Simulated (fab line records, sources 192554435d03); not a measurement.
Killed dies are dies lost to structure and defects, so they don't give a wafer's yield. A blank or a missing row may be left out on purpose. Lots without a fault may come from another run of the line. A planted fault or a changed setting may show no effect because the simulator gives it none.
Split-lot experiment | flow n5_finfet | 7 lots, 21 wafers read, on a route of 1938 steps

THE SPLIT
At N5_BEOL_M2_ETCH_69 (etches SiARC in CF4, target depth 15.6 nm, time 26 s), the setting bias_w was moved away from the recipe's 36 W on 9 of the 21 wafers read, by -13.5% to +17.5%. The other wafers ran this setting at the recipe's value.

The reading is taken at the split's own step.

THE READING
rf_vpp_V, in V, at N5_BEOL_M2_ETCH_69 (etches SiARC in CF4, target depth 15.6 nm, time 26 s). Fault-free wafers of this fab line usually give 184.0 V, standard deviation 1.1 V.

wafer  | tool, chamber at the split | bias_w as run, W | against the recipe | rf_vpp_V, V | against lot-mates on the recipe
L074.1 | rie_diel-05, 2             | 36               | recipe             | 184.3       | -
L074.2 | rie_diel-05, 3             | 36               | recipe             | 183.2       | -
L074.5 | rie_diel-05, 0             | 42.31            | +17.5%             | 203.5       | +19.8
L079.1 | rie_diel-05, 0             | 38.46            | +6.8%              | 191.2       | +6.0
L079.3 | rie_diel-05, 3             | 36               | recipe             | 185.2       | -
L079.4 | rie_diel-05, 2             | 38.46            | +6.8%              | 191.1       | +5.9
L087.1 | rie_diel-02, 3             | 36               | recipe             | 182.8       | -
L087.4 | rie_diel-02, 0             | 36               | recipe             | 183.2       | -
L087.6 | rie_diel-02, 2             | 36               | recipe             | 185.8       | -
L088.3 | rie_diel-05, 1             | 36               | recipe             | 184.9       | -
L088.4 | rie_diel-05, 3             | 31.13            | -13.5%             | 167.3       | -17.6
L088.5 | rie_diel-05, 0             | 31.13            | -13.5%             | 165.5       | -19.4
L089.3 | rie_diel-02, 3             | 39.53            | +9.8%              | 195.6       | +10.7
L089.5 | rie_diel-02, 3             | 36               | recipe             | 185.7       | -
L089.6 | rie_diel-02, 0             | 36               | recipe             | 184.1       | -
L094.1 | rie_diel-05, 0             | 40.14            | +11.5%             | 195.4       | +12.8
L094.2 | rie_diel-05, 1             | 40.14            | +11.5%             | 197.8       | +15.2
L094.4 | rie_diel-05, 3             | 36               | recipe             | 182.6       | -
L097.1 | rie_diel-05, 3             | 36               | recipe             | 182.8       | -
L097.2 | rie_diel-05, 2             | 37.87            | +5.2%              | 189.9       | +6.2
L097.6 | rie_diel-05, 1             | 36               | recipe             | 184.7       | -

THE FIT
A straight line over all 21 wafers: rf_vpp_V changes by +1.18 V for each +1% of bias_w; r = +0.99; the points scatter about the line by 1.2 V.
The same after taking each lot's own level away (the mean of its wafers on the recipe; 21 wafers): +1.22 V for each +1%; r = +0.99; scatter 1.3 V.
On that fit, the largest move of bias_w shifts the reading by 21 V.
The lots' own levels span 182.60 to 185.20 V, that is 2.4 times the standard deviation above.
So the lot-to-lot level changes the slope little: the two slopes agree.
Check: with one of the wafers moved furthest among these (+17.5%) left out of the fit, the line predicts +21.3 V for it against its lot-mates. It came out at +19.8 V against them.
Tool readings at the split's step, against how far the setting was moved: rf_vpp_V r = +0.99.

THE FILE'S OWN FIT
rf_vpp_V changes by +1.18 V for each +1% of bias_w, r = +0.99.
